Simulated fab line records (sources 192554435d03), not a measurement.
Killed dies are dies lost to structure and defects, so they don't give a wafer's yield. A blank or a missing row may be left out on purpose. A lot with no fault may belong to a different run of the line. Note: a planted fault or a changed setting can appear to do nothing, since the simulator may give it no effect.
Matching of chambers    flow n5 finfet    4 sister chambers for N5_BEOL_M12_ETCH_59 on rie diel-05
The step etches BARC in N2/H2, target depth 89 nm, overetch 26.7 nm, time 67.9 s. 22 wafers are shown with their chamber, then 11 later ones without.

## WAFERS, EACH WITH ITS CHAMBER
wafer   chamber  showerhead plenum p Torr (Torr)  throttle valve pct (%)  drypump motor current A (A)
L076.3  1        2.56                             17.49                   5.9
L076.4  0        2.65                             17.92                   5.7
L076.6  3        2.48                             18.13                   5.7
L079.2  3        2.48                             18.14                   5.7
L079.3  2        2.49                             17.63                   5.8
L079.5  0        2.65                             17.94                   5.7
L082.2  1        2.56                             17.52                   5.9
L082.3  3        2.48                             18.16                   5.7
L082.5  1        2.56                             17.52                   5.9
L085.2  3        2.47                             18.17                   5.6
L085.3  0        2.64                             17.95                   5.7
L085.4  2        2.49                             17.64                   5.8
L088.1  1        2.56                             17.53                   5.9
L088.2  0        2.64                             17.95                   5.7
L088.3  2        2.49                             17.66                   5.8
L088.4  3        2.47                             18.18                   5.6
L088.5  0        2.64                             17.95                   5.7
L088.6  3        2.47                             18.18                   5.6
L087.2  0        2.64                             17.97                   5.7
L087.4  2        2.49                             17.65                   5.8
L087.5  1        2.56                             17.54                   5.9
L089.3  2        2.49                             17.66                   5.8

SIGNATURES (means of the wafers above)
reading                   chamber 0  chamber 1  chamber 2  chamber 3  scatter within a chamber
showerhead plenum p Torr  2.6433     2.5600     2.4900     2.4750     0.00397
throttle valve pct        17.9467    17.5200    17.6480    18.1600    0.0177
drypump motor current A   5.700      5.900      5.800      5.650      0.0289
Rule: for a wafer and a chamber, the distance is found by dividing, reading by reading, the gap between the wafer's reading and the chamber's mean by the reading's scatter, squaring, summing and taking the root. If the next closest chamber is less than 2 further off than the closest, the wafer can't be placed; otherwise it belongs to the closest. How the scatter is found: for the shown wafers, subtract from each reading the mean of its chamber, square and add these, divide the total by (wafers less chambers), then take the root.

## WAFERS WITHOUT THEIR CHAMBER
wafer   showerhead plenum p Torr (Torr)  throttle valve pct (%)  drypump motor current A (A)
L089.4  2.55                             17.55                   5.9
L089.5  2.64                             17.97                   5.7
L091.1  2.47                             18.18                   5.6
L091.2  2.63                             17.97                   5.7
L091.4  2.55                             17.53                   5.9
L093.1  2.48                             17.66                   5.8
L093.4  2.63                             17.99                   5.7
L093.5  2.55                             17.56                   5.9
L094.1  2.47                             18.21                   5.7
L094.2  2.63                             17.97                   5.7
L094.3  2.48                             17.68                   5.8

## WHICH CHAMBER EACH ONE RAN IN
wafer   from the rows above  in truth
L089.4  1                    1
L089.5  0                    0
L091.1  3                    3
L091.2  0                    0
L091.4  1                    1
L093.1  2                    2
L093.4  0                    0
L093.5  1                    1
L094.1  3                    3
L094.2  0                    0
L094.3  2                    2
Placed correctly: 11 of 11. Left unplaced by these rows: 0. Wrongly placed: 0.
